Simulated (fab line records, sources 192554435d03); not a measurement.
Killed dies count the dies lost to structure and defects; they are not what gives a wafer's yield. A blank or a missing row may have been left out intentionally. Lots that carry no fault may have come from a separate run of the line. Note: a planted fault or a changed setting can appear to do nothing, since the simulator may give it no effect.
fab line records    flow n5-finfet
record lots=4  wafers=12  last-day=19
route steps=1938 shown BEOL_M10@1530 BEOL_M11@1536
lots with no fault: from the same line, run without faults
start-h: start of the lot's first displayed wafer, in hours after the record's first day    wait-h: hours since the lot's step before    " repeats the value in the row above    L1.1+2: a single row standing in for several wafers    - value missing, or start not given    * or withheld: withheld    < > ~ a bound
route shown NAME@n: names a module that has steps shown in the file, with the first one's number in the route    usual: mean/standard deviation of fault-free wafers    same: alike in all rows    chamber/n: place in a boat    sites: the reading at each site    _std_site: their standard deviation    _edge_site: outer sites' mean less inner sites'    radius-mm: how far each site lies from the wafer's centre    mask NAME#n: copy n    behind: the last tool/chamber to shape the wafer    hold: reason for holding the lot/hours on hold/outcome of the hold    device: the transistor (n, p or np) that didn't switch    end of line: the route-end tests of the same wafers    a step without rows: its recipe alone    killed: count of dies lost to structure and defects at first sort (not the wafer's yield)    map: the dies of a wafer, with x for killed, . for not killed, _ for no die there
set.NAME: the run value of the setting; set.NAME@STEP: its run value at that earlier step    model.NAME: the simulator's own value behind a step, which no gauge read
certain route steps with their lots: each step a table, each wafer a row
services: from which hour (start-h, from the record's first day; less than 0 if before it) a tool's chamber was out of use, for how many hours, and why
## steps
# step N5_BEOL_M10_CMP_52
# recipe stop-on=SiCOH_lowk  t-overpolish-s=7  down-force-psi=1  platen-rpm=50  clearing-platen-down-force-psi=1.5  clearing-platen-rpm=50  post-cmp-clean=cu-alkaline  target-thk-nm=140  clearing-platen-pad-velocity-m-s=0.99484  pad-velocity-m-s=0.99484
# step N5_BEOL_M10_PRE_CLEAN_55
# recipe gas=NH3  time-s=15  temp-c=withheld  rf-power-w=300
# step N5_BEOL_M10_DEP_56
# recipe material=SiCN  target-thk-a=150  temp-c=withheld  precursor=3MS/NH3  pressure-torr=3  rf-w=202  time-s=26.5
# step N5_BEOL_M11_ILD_DEP_00
# recipe material=SiCOH_lowk  target-thk-a=3085.1  temp-c=300  precursor=DEMS/porogen  pressure-torr=5  rf-w=500  time-s=58
# step N5_BEOL_M11_CURE_71
# recipe temp-c=385  time-s=240  ambient=He/Ar  material=SiCOH_lowk
# step N5_BEOL_M11_PECVD_70
# recipe material=SiO2  target-thk-a=200  temp-c=400  precursor=TEOS/O2  pressure-torr=5.5  rf-w=450  teos-flow-sccm=53.8  gas=O2  flow-sccm=3000  time-s=22.7
# step N5_BEOL_M11_HM_DEP_02
# recipe material=TiN  target-thk-a=200  temp-c=25  chamber-pressure-pa=0.49996
# step N5_BEOL_M11_COAT_59
# recipe resist=SOC  temp-c=250  time-s=60  spin-rpm=1500  resist-thk-nm=100
# step N5_BEOL_M11_COAT_60
# recipe resist=SiARC  temp-c=220  time-s=60  spin-rpm=1500  resist-thk-nm=30
# usual spin-speed-rpm=1500.1/0.81
# same time-s=60
lot.wafer  tool            chamber  start-h  wait-h  spin-speed-rpm  model.SiARC_of_BEOL_M11_COAT_60.thk-nm
L226.1     litho-track-05  0        299.52   -       1499.2          30
L226.4     "               0        "        "       1499.2          30
L226.5     "               0        "        "       1498.9          30.2
L239.1     litho-track-05  0        393.85   -       1557.1          29.6
L239.3     "               0        "        "       1555.9          29.6
L239.4     "               0        "        "       1555.9          29.4
L236.1     litho-track-05  0        399.68   -       1558.1          29.4
L236.4     "               0        "        "       1556.9          29.6
L236.5     "               0        "        "       1556.8          29.4
L245.2     litho-track-03  0        411.57   -       1500.9          30.2
L245.3     "               0        "        "       1499.3          30.2
L245.4     "               0        "        "       1499.9          30.2
# step N5_BEOL_M11_COAT_05
# recipe resist=CAR-ArF  spin-rpm=1500  resist-thk-nm=90
# step N5_BEOL_M11_EBR_07
# recipe solvent=PGMEA  ebr-width-mm=1.5
# step N5_BEOL_M11_SOFTBAKE_06
# recipe temp-c=110  time-s=60  resist=CAR-ArF
# step N5_BEOL_M11_EXPOSE_08
# recipe mask-id=M11  na=1.35  source-shape=dipole  sigma-inner=0.411  sigma-outer=0.611  polarization=te  dose-mj=53.75
# step N5_BEOL_M11_PEB_09
# recipe peb-temp-c=withheld  peb-time-s=60  resist=CAR-ArF
# step N5_BEOL_M11_DEVELOP_10
# recipe develop-time-s=30  developer=TMAH  resist=CAR-ArF  rinse-liquid=diw  dry=air-spin  dev-temp-c=23
# step N5_BEOL_M11_DESCUM_16
# recipe chemistry=O2  time-s=7.9  source-power-w=50  bias-power-w=20  pressure-mtorr=20  rf-frequency-hz=2.712e+07  temp-c=40  resist=CAR-ArF  o2-flow-sccm=225
# step N5_BEOL_M11_ETCH_61
# recipe chemistry=CF4  target=SiARC  target-depth-a=390  mask-material=CAR-ArF  time-s=65  ion-energy-ev=80  pressure-mtorr=40  source-w=545  bias-w=36  Ar_flow_sccm=100  cf4-flow-sccm=100  ends=cleared
# usual drypump-motor-current-A=5.5/0.37  etch-rf-on-time-s=64.7/2.3  oes-product-au=0.70/0.095  rf-vpp-V=183.9/1.3  showerhead-plenum-p-Torr=2.12/0.084  throttle-valve-pct=15.52/0.27
lot.wafer  tool         chamber  start-h  wait-h  drypump-motor-current-A  etch-rf-on-time-s  oes-product-au  rf-hours-counter-h  rf-vpp-V  showerhead-plenum-p-Torr  throttle-valve-pct  model.etch.depth-nm  model.CAR-ArF_of_BEOL_M11_COAT_05.thk-nm
L226.1     rie-diel-06  0        300.20   0.0     4.9                      67.1               0.70            57                  182.7     2.08                      15.32               30.09                56.2
L226.4     "            1        "        "       5.7                      62.8               0.62            230                 184.3     2.04                      15.64               30.09                55.8
L226.5     "            0        "        "       4.9                      67.4               0.70            -                   183.9     2.08                      15.31               30.1                 55.8
L239.1     rie-diel-06  1        394.21   0.0     5.7                      58.5               0.84            11                  186.2     2.29                      15.23               29.6                 55.6
L239.3     "            0        "        "       4.9                      65.9               0.67            90                  184.6     2.07                      15.38               29.57                56
L239.4     "            2        "        "       5.2                      60.6               0.81            15                  183.4     2.19                      15.31               29.48                55.8
L236.1     rie-diel-06  1        400.62   0.0     5.7                      59.2               0.82            13                  185.9     2.29                      15.20               29.5                 56
L236.4     "            3        "        "       5.3                      64.0               0.59            239                 183.4     2.03                      16.03               29.62                56
L236.5     "            0        "        "       4.9                      66.4               0.67            -                   184.7     2.07                      15.37               29.47                56.4
L245.2     rie-diel-02  1        412.45   0.0     6.1                      68.4               0.57            229                 181.9     2.03                      15.46               30.13                55.2
L245.3     "            0        "        "       5.4                      65.0               0.74            47                  185.4     2.17                      15.46               30.15                55.8
L245.4     "            2        "        "       5.5                      65.7               0.79            25                  183.5     2.09                      15.17               30.11                55.4
# step N5_BEOL_M11_ETCH_62
# recipe chemistry=N2/H2  target=SOC  target-depth-a=1100  overetch-a=220  mask-material=SiARC  temp-c=40  time-s=165  ion-energy-ev=200  pressure-mtorr=30  source-w=840  bias-w=150  n2-flow-sccm=200  h2-flow-sccm=200
# usual drypump-motor-current-A=5.5/0.37  oes-product-au=0.69/0.084  rf-vpp-V=523.1/2.9  showerhead-plenum-p-Torr=2.52/0.1  temp-c=40.01/0.12  throttle-valve-pct=17.78/0.26
# same time-s=165
lot.wafer  tool         chamber  start-h  wait-h  drypump-motor-current-A  oes-product-au  rf-hours-counter-h  rf-vpp-V  showerhead-plenum-p-Torr  temp-c  throttle-valve-pct  model.SiARC_of_BEOL_M11_COAT_60.thk-nm
L226.1     rie-diel-06  0        300.25   0.0     4.9                      0.70            57                  521.7     2.48                      40.18   17.63               23.6
L226.4     "            1        "        "       5.7                      0.60            230                 519.7     2.39                      39.84   17.69               23.2
L226.5     "            0        "        "       4.9                      0.70            -                   522.0     2.48                      39.94   17.60               23.8
L239.1     rie-diel-06  1        394.26   0.0     5.7                      0.79            11                  527.9     2.70                      40.00   17.27               22.4
L239.3     "            0        "        "       4.9                      0.68            90                  520.8     2.47                      40.02   17.66               23.2
L239.4     "            2        "        "       5.2                      0.78            15                  525.9     2.61                      40.01   17.66               22.4
L236.1     rie-diel-06  1        400.67   0.0     5.7                      0.78            13                  527.3     2.70                      40.16   17.28               22.2
L236.4     "            3        "        "       5.3                      0.59            239                 519.4     2.40                      39.98   18.21               23
L236.5     "            0        "        "       5.0                      0.67            -                   522.0     2.47                      39.90   17.67               23.2
L245.2     rie-diel-02  1        412.50   0.0     6.0                      0.59            230                 520.0     2.41                      40.02   17.70               24
L245.3     "            0        "        "       5.4                      0.74            47                  525.7     2.57                      40.18   17.68               23.6
L245.4     "            2        "        "       5.5                      0.77            25                  521.4     2.49                      39.90   17.45               23.4
# step N5_BEOL_M11_STRIP_68
# recipe chemistry=N2/H2  temp-c=40  n2-flow-sccm=200  h2-flow-sccm=200  rf-frequency-hz=6e+07
## services
tool         chamber  start-h  hours  kind
rie-diel-02  1        309.20   6.3    repair
rie-diel-02  3        309.72   16.3   repair
rie-diel-06  2        324.33   -      clean
rie-diel-06  2        324.33   -      consumable-replace:focus-ring
rie-diel-06  2        324.33   21.0   scheduled-down
rie-diel-06  2        324.33   21.0   vent-cycle
rie-diel-02  -        329.20   14.6   pm
rie-diel-06  3        331.95   2.6    repair
rie-diel-06  -        338.02   0.6    repair
rie-diel-06  1        345.30   -      clean
rie-diel-06  1        345.30   -      consumable-replace:focus-ring
rie-diel-06  1        345.30   -      consumable-replace:showerhead
rie-diel-06  1        345.30   15.0   scheduled-down
rie-diel-06  1        345.30   15.0   vent-cycle
rie-diel-06  0        347.58   3.7    repair
rie-diel-06  -        354.64   4.3    pm
rie-diel-02  3        364.07   -      clean
rie-diel-02  3        364.07   -      consumable-replace:focus-ring
rie-diel-02  3        364.07   19.6   scheduled-down
rie-diel-02  3        364.07   19.6   vent-cycle
## key
first-sign step=N5_BEOL_M11_COAT_60  reading=spin-speed-rpm  direction=up  sigmas=70  usual=*  struck=*
effect none on later readings
model-effect step=N5_BEOL_M11_COAT_60  value=SiARC_of_BEOL_M11_COAT_60.thk-nm  without=30.1  struck=29.5
model-effect step=N5_BEOL_M11_ETCH_61  value=etch.depth-nm  without=30.09  struck=29.54
model-effect step=N5_BEOL_M11_ETCH_62  value=SiARC_of_BEOL_M11_COAT_60.thk-nm  without=23.27  struck=22.73
met-at N5_BEOL_M11_COAT_60
struck-wafers L236.1,L236.4,L236.5,L239.1,L239.3,L239.4
onset-between 299.52 393.85
fault kind=process-parameter-drift  tool=litho-track-05  chamber=-  onset-h=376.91  steps=N5_BEOL_M11_COAT_60  channel=spin-rpm  offset=*  shape=step  end-h=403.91  acts-in=*  stated=*
